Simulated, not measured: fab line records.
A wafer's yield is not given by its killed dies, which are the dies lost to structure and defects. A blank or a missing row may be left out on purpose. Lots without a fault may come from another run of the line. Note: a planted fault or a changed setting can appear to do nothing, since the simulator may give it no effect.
A struck lot beside a sound one    flow nand harc    15 out of 1302 route steps
Sound: the wafers L328.3, L328.4, L328.5. Struck: wafers L329.2, L329.4, L329.5. Last of all comes the cause.
Each step with rows lists, per side, the tool, then ch with its chambers, then its first start. Under that, the readings that differ: sound wafers    struck wafers    difference of the means    sigmas: that difference in standard deviations of wafers without a fault.
alike: same words and numbers on both sides, and readings whose means sit less than 2 such deviations apart. not compared: any withheld reading, any reading some wafer has no value for, any bound like >300 that may hide the same value, and any number with overlapping values for which the record gives no deviation.
A row with sigmas, a row that says differs or no value, or rows on one side alone: a step with any of these is where the two part. Numbers that don't overlap but have no deviation are shown without sigmas and don't part them. A reading that every wafer of one side lacks parts them only if that side has two wafers or more.

NHARC_A_M1_PRE_CLEAN_32: time 12 s.
  sound on pecvd-03 ch 0,1, day 29 11:20; struck on pecvd-04 ch 0,2, day 30 04:38
  alike: heater power w
NHARC_A_M1_DEP_33: deposits SiCN, target thk 30 nm.
  sound on pecvd-03 ch 0,1, day 29 11:28; struck on pecvd-04 ch 0,2, day 30 04:46
  alike: chamber pressure Torr, heater power w
NHARC_A_BONDPAD_DEP_00: deposits SiCN, target thk 250 nm.
  sound on pecvd-02 ch 0,2, day 29 12:01; struck on pecvd-02 ch 0,1, day 30 05:14
  alike: chamber pressure Torr, heater power w
NHARC_A_BONDPAD_CMP_29: polishes SiCN, target thk 200 nm.
  sound on cmp-04 ch 1,3, day 29 12:20; struck on cmp-01 ch 0,1,3, day 30 05:38
  alike: motor current A
NHARC_A_BONDPAD_THK_MEAS_30: measures by ellipsometry.
  struck on film metro-02, day 30 05:54; sound on film metro-01, day 29 12:35
  alike: thk nm
then, 7 steps without rows for these wafers: NHARC_A_BONDPAD_SRD_31; NHARC_A_BONDPAD_DEHYDRATE_01 (time 120 s); NHARC_A_BONDPAD_HMDS_02 (time 30 s); NHARC_A_BONDPAD_COAT_33 (time 65 s); NHARC_A_BONDPAD_COAT_03 (resist thk 600 nm); NHARC_A_BONDPAD_SOFTBAKE_04 (time 70 s); NHARC_A_BONDPAD_EBR_05.
NHARC_A_BONDPAD_EXPOSE_06: exposes mask A BPAD.
  sound on krf scanner-02 ch 0, day 29 12:53; struck on krf scanner-04 ch 0, day 30 06:19
reading               sound              struck             difference  sigmas
exposure dose mJ cm2  36.97 36.94 37.02  38.42 38.38 38.37  +1.41       +46
  alike: mask
then, 1 step without rows for these wafers: NHARC_A_BONDPAD_PEB_07 (peb time 80 s).
NHARC_END_SORT_01:
  sound on prober-02 ch 0, day 31 04:26; struck on prober-01 ch 0, day 31 13:31
reading          sound  struck  difference  sigmas
killed at other  4 4 7  1 1 1   -4          -3
  alike: defect limited yield, killed at array, killed at periphery, killed dies, killed open, killed short

== WHERE THEY PART ==
Last at NHARC_END_SORT_01 as far as this record goes, first at NHARC_A_BONDPAD_EXPOSE_06.

WHY: what had been put in by the simulator
Process parameters drifting: krf scanner-04 at NHARC_A_BONDPAD_EXPOSE_06, beginning at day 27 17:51. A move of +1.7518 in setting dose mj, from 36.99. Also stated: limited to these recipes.
